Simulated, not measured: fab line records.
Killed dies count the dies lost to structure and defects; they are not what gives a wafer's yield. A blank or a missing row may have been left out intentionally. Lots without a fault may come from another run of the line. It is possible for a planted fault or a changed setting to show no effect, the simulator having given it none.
Problem report, 8D (eight disciplines) form, completed by code / flow n5Finfet / the parts of the form that need people (team, actions taken, sign-off) are left out

## 1. WHAT WENT WRONG
At N5_SDB_COAT_04, runLengthS averages 60.84 s over 6 wafers from 2 lots, while fault-free wafers read 66.28 s, standard deviation 0.28. Measured from the usual mean, that is -19 standard deviations.
The step: time 60 s, resist thk 18 nm.
Seen first at day 4 23:19 on lithoTrack-04, wafer L235.3. Wafers with a number at this step in the record: 29, from 10 lots. By rule, "out" or "out of limits" means more than 4 standard deviations away from the usual mean. The rest of the wafers with a number are treated as sound.

## 2. WHAT IT IS, AND WHAT IT ISN'T
question=which readings at this step | is=runLengthS, heaterPowerTotalW | is not=-
question=which lots | is=L235, L238 | is not=L230, L232, L234, L245, L247, L248, L250, L253
question=which wafers of those lots | is=all that have a number | is not=-
question=read on which tools | is=lithoTrack-04 | is not=lithoTrack-02, lithoTrack-05
question=when | is=from day 4 23:19 | is not=up to then (8 sound wafers); but 15 sound wafers of L245, L247, L248, L250, L253 came after

## 3. SUSPECTS, AND WHAT RULES EACH OUT
Counting: any tool at a process step up to the reading is kept as a suspect provided that every lot that is out went through it and no sound lot did after the first of them.
- lithoTrack-04 at N5_SDB_COAT_04 (time 60 s, resist thk 18 nm): ruled out as a lasting fault. Sound lots L247, L253 ran on it after its first lot that is out, L235 (day 4 23:19).
Left after counting: nothing in the record.

## 4. THE CAUSE (what the simulator had put in)
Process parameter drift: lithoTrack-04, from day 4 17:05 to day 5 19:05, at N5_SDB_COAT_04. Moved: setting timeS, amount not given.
Counting ruled it out, wrongly.

## 5. THE EFFECT CHAIN, in route order
One row per reading whose mean, taken over the struck wafers that have a number, lies over 3 standard deviations from the usual. Scope: only readings with a usual standard deviation given in the record; hours: median across lots of the time from each lot's start at the first step in this table that gives one to its start at this step; sigmas: change in usual standard deviations.
hours=0; step=N5_SDB_COAT_04; reading=heaterPowerTotalW; usual=427.6 W; on struck wafers=453.0; change=+25.4; sigmas=+12
hours=0; step=N5_SDB_COAT_04; reading=runLengthS; usual=66.28 s; on struck wafers=60.84; change=-5.44; sigmas=-19
It contains these process steps:
- N5_SDB_COAT_04: time 60 s, resist thk 18 nm.
At these later measuring or inspecting steps, every struck wafer for which the step has a row has a number for every such reading, and none has moved that far: N5_BEOL_M4_RC_MEAS_101.

## 6. WHAT WOULD HAVE CAUGHT IT SOONER
First out-of-limits reading in this record: day 4 23:19, which is 6 hours after fault onset at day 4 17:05.
